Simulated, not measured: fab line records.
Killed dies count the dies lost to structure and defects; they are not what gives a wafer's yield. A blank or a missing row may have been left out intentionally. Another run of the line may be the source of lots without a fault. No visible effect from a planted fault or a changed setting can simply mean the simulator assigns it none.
2 desks, one fault    flow nand-harc    numbers are kept per desk, each desk with only its own; the story behind them comes last

## FOR THE TOOL OWNER'S DESK: pecvd-onon-02
The tool's own readings at NHARC_A_ONON_D1_DEP_28 (target thk 1000 nm): means of the sampled wafers that have a number, for each lot that ran on this tool. The brackets show how far a lot's mean lies from the usual mean; more than 4 standard deviations puts the lot out of limits, marked OUT.
Columns: A = susceptor-temp-C at NHARC_A_ONON_D1_DEP_28, usual 400.02 C
lot   first seen here  A
L683  day 12 02:44     400.05
L685  day 12 16:00     400.03
L690  day 14 21:22     400.09
L693  day 16 02:01     400.10
This desk's finding: nothing out of limits on any of the 4 lots.

## THE METROLOGY DESK
What the gauges read for every lot (on any tool): the sampled wafers with a number, averaged. The brackets show how far a lot's mean lies from the usual mean; more than 4 standard deviations puts the lot out of limits, marked OUT.
Columns: A = thk-nm at NHARC_A_ONON_D1_THK_MEAS_30, usual 1001 nm
lot   first seen here  A
L675  day 8 12:17      1001
L676  day 9 02:07      1008
L679  day 10 10:36     995
L680  day 10 22:35     1014
L681  day 11 06:26     976
L682  day 12 03:11     1017
L683  day 12 03:11     978
L685  day 12 16:24     1021
L690  day 14 21:49     1491 (+38) OUT
L692  day 16 02:24     983
L693  day 16 02:25     1493 (+38) OUT
L695  day 17 04:29     1013
L697  day 17 21:13     1010
This desk's verdict: out of limits on L690, L693, starting with L690 at day 14 21:49 (thk-nm at NHARC_A_ONON_D1_THK_MEAS_30). Within limits: L675, L676, L679, L680, L681, L682, L683, L685, L692, L695, L697.

## PUT TOGETHER
An alarm was possible from the metrology desk at day 14 21:49, on L690, L693.
Nothing out of limits was seen by the tool owner's desk.
Tool owner's desk: L690, L693 on record, inside its limits.
On pecvd-onon-02, each named lot ran NHARC_A_ONON_D1_DEP_28.

## WHAT THE SIMULATOR HAD PUT IN
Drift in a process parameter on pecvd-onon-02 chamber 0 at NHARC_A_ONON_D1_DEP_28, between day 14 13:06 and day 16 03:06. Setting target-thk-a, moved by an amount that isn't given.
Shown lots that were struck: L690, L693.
Per desk, hours elapsed from the start of the fault to the first reading out of limits: for the metrology desk, 9.
